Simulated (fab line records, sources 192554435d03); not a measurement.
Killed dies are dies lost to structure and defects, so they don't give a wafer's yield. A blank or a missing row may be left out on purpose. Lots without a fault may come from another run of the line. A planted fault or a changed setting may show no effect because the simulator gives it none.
Chamber matching | flow n5_finfet | N5_BEOL_M2_CVD_47 on cvd_co-01: 3 sister chambers
The step deposits Co from CCTBA/H2, target thk 3 nm, time 223.8 s. 14 wafers are shown with their chamber, then 6 later ones without.

WAFERS WITH THEIR CHAMBER
wafer  | chamber | run_length_s (s)
L421.3 | 2       | 246.3
L421.4 | 2       | 246.5
L421.5 | 0       | 247.1
L422.2 | 2       | 246.5
L422.5 | 1       | 247.4
L422.6 | 2       | 246.3
L428.1 | 2       | 246.3
L428.5 | 2       | 247.2
L428.6 | 0       | 247.3
L432.1 | 2       | 246.3
L432.4 | 2       | 246.4
L432.6 | 1       | 246.8
L435.1 | 1       | 246.4
L435.3 | 2       | 246.2

SIGNATURES (means of the wafers above)
reading      | chamber 0 | chamber 1 | chamber 2 | scatter within a chamber
run_length_s | 247.200   | 246.867   | 246.444   | 0.337
Rule: a wafer's distance from a chamber is the root of the sum, over the readings, of the square of ((its reading less the chamber's mean) divided by the reading's scatter). The wafer belongs to the nearest chamber; if the next one is less than 2 further off, it can't be placed. The scatter: the root of (the sum of the squares of (reading less its chamber's mean) over the shown wafers, divided by (wafers less chambers)).

WAFERS WITHOUT THEIR CHAMBER
wafer  | run_length_s (s)
L435.4 | 246.6
L436.4 | 246.7
L436.5 | 246.8
L439.3 | 246.7
L439.4 | 246.2
L438.3 | 246.5

WHICH CHAMBER EACH WENT THROUGH
wafer  | from the rows above          | in truth
L435.4 | can't be placed: 2 or 1 or 0 | 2
L436.4 | can't be placed: 1 or 2 or 0 | 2
L436.5 | can't be placed: 1 or 2 or 0 | 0
L439.3 | can't be placed: 1 or 2 or 0 | 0
L439.4 | can't be placed: 2 or 1      | 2
L438.3 | can't be placed: 2 or 1 or 0 | 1
Placed correctly: 0 of 6. Can't be placed from these rows: 6 (the true chamber is among the candidates in 6). Placed wrongly: 0.
